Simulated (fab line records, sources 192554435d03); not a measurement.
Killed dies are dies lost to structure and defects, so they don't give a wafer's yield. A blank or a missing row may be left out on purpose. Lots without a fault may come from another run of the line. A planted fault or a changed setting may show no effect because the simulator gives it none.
Chamber matching | flow n5_finfet | N5_BEOL_M11_STRIP_67 on rie_diel-05: 4 sister chambers
The step strips in CF4. 8 wafers are shown with their chamber, then 8 later ones without.

WAFERS WITH THEIR CHAMBER
wafer  | chamber | showerhead_plenum_p_Torr (Torr) | throttle_valve_pct (%)
L076.2 | 0       | 1.80                            | 13.72
L075.6 | 3       | 1.88                            | 13.53
L081.1 | 0       | 1.80                            | 13.75
L081.5 | 1       | 1.85                            | 13.76
L083.1 | 2       | 1.84                            | 13.95
L083.3 | 1       | 1.85                            | 13.76
L083.6 | 3       | 1.87                            | 13.56
L084.1 | 2       | 1.84                            | 13.96

WAFERS WITHOUT THEIR CHAMBER
wafer  | showerhead_plenum_p_Torr (Torr) | throttle_valve_pct (%)
L084.3 | 1.85                            | 13.76
L084.4 | 1.80                            | 13.76
L088.1 | 1.85                            | 13.77
L088.3 | 1.87                            | 13.57
L088.5 | 1.85                            | 13.77
L092.1 | 1.79                            | 13.79
L092.2 | 1.87                            | 13.59
L092.6 | 1.84                            | 13.99

WHICH CHAMBER EACH WENT THROUGH
wafer  | from the rows above | in truth
L084.3 | 1                   | 1
L084.4 | 0                   | 0
L088.1 | 1                   | 1
L088.3 | 3                   | 3
L088.5 | 1                   | 1
L092.1 | 0                   | 0
L092.2 | 3                   | 3
L092.6 | 2                   | 2
Placed correctly: 8 of 8. Can't be placed from these rows: 0. Placed wrongly: 0.
How it was worked out, from the rows above alone: a wafer's distance from a chamber is the root of the sum, over the readings, of the square of ((its reading less the chamber's mean) divided by the reading's scatter). The wafer belongs to the nearest chamber; if the next one is less than 2 further off, it can't be placed. A chamber's mean is the mean of its shown wafers. The scatter: the root of (the sum of the squares of (reading less its chamber's mean) over the shown wafers, divided by (wafers less chambers)).
